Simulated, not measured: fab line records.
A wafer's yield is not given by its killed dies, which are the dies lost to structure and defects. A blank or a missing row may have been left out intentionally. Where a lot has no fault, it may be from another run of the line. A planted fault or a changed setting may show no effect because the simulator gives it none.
Which of the tools did it? / flow nandHarc / 6 lots with 18 wafers sampled at 5 steps, on a route of 1302 steps

WHAT THE GAUGES READ, wafer by wafer
NHARC_END_SORT_01.
lot=L563; measured=day 32 08:11; on=prober-01; killedAtArray=675 676 671

WHICH TOOL RAN EACH LOT (tool, then ch and the chambers of the sampled wafers, then the start)
lot=L547; NHARC_A_BONDPAD_DEP_00=pecvd-03 ch 1,2, day 24 08:24; NHARC_A_BONDPAD_CMP_29=cmp-04 ch 2,3, day 24 08:45; NHARC_A_BONDPAD_STRIP_15=rieDiel-11 ch 0,1,2, day 24 10:17; NHARC_A_BONDPAD_ETCH_24=rieDiel-11 ch 0,2, day 24 10:24
lot=L549; NHARC_A_BONDPAD_DEP_00=pecvd-03 ch 1,2, day 25 07:05 or earlier; NHARC_A_BONDPAD_CMP_29=cmp-01 ch 0,3, day 25 07:05; NHARC_A_BONDPAD_STRIP_15=rieDiel-12 ch 1,2, day 25 08:22; NHARC_A_BONDPAD_ETCH_24=rieDiel-12 ch 1,2,3, day 25 08:31
lot=L552; NHARC_A_BONDPAD_DEP_00=pecvd-01 ch 1,2, day 26 12:07; NHARC_A_BONDPAD_CMP_29=cmp-04 ch 1,2,3, day 26 12:34; NHARC_A_BONDPAD_STRIP_15=rieDiel-12 ch 1,2,3, day 26 13:57; NHARC_A_BONDPAD_ETCH_24=rieDiel-12 ch 0,2,3, day 26 14:06
lot=L559; NHARC_A_BONDPAD_DEP_00=pecvd-02 ch 0,1,2, day 30 01:25; NHARC_A_BONDPAD_CMP_29=cmp-04 ch 0,2, day 30 01:50; NHARC_A_BONDPAD_STRIP_15=rieDiel-12 ch 2,3, day 30 03:15; NHARC_A_BONDPAD_ETCH_24=rieDiel-12 ch 2,3, day 30 03:24
lot=L563; NHARC_A_BONDPAD_DEP_00=pecvd-01 ch 1,2, day 31 01:48; NHARC_A_BONDPAD_CMP_29=cmp-03 ch 2,3, day 31 02:13; NHARC_A_BONDPAD_STRIP_15=rieDiel-12 ch 0,1,3, day 31 03:30; NHARC_A_BONDPAD_ETCH_24=rieDiel-12 ch 1,3, day 31 03:40
lot=L567; NHARC_A_BONDPAD_DEP_00=pecvd-03 ch 0,1,2, day 33 17:02 or earlier; NHARC_A_BONDPAD_CMP_29=cmp-01 ch 1,2,3, day 33 17:02; NHARC_A_BONDPAD_STRIP_15=rieDiel-12 ch 2,3, day 33 18:28; NHARC_A_BONDPAD_ETCH_24=rieDiel-12 ch 2,3, day 33 18:38
- NHARC_A_BONDPAD_DEP_00: deposits SiCN, target thk 250 nm.
- NHARC_A_BONDPAD_CMP_29: polishes SiCN, target thk 200 nm.
- NHARC_A_BONDPAD_STRIP_15: strips in O2.
- NHARC_A_BONDPAD_ETCH_24: etches the open film in CF4/N2, target depth 30 nm, time 72.99 s.

THE ANSWER, worked out from the rows above alone
Rule: the lots themselves supply what counts as usual. The widest of any qualifying gaps counts: lots, ordered by their means at a reading, are off when they make up no more than a third of the lots, leave a main group of 4 or more, and stand apart from it by 3 or more times the standard deviation of that group's means. A main group is skipped when, at the precision printed for the reading in the tables above, its means are all equal. Also off: a lot with no number at a reading for which 4 or more lots have one. The other lots that the step has rows for count as sound.
None of the lots is off at any reading shown; this tells nothing.

WHAT THE SIMULATOR HAD INSERTED
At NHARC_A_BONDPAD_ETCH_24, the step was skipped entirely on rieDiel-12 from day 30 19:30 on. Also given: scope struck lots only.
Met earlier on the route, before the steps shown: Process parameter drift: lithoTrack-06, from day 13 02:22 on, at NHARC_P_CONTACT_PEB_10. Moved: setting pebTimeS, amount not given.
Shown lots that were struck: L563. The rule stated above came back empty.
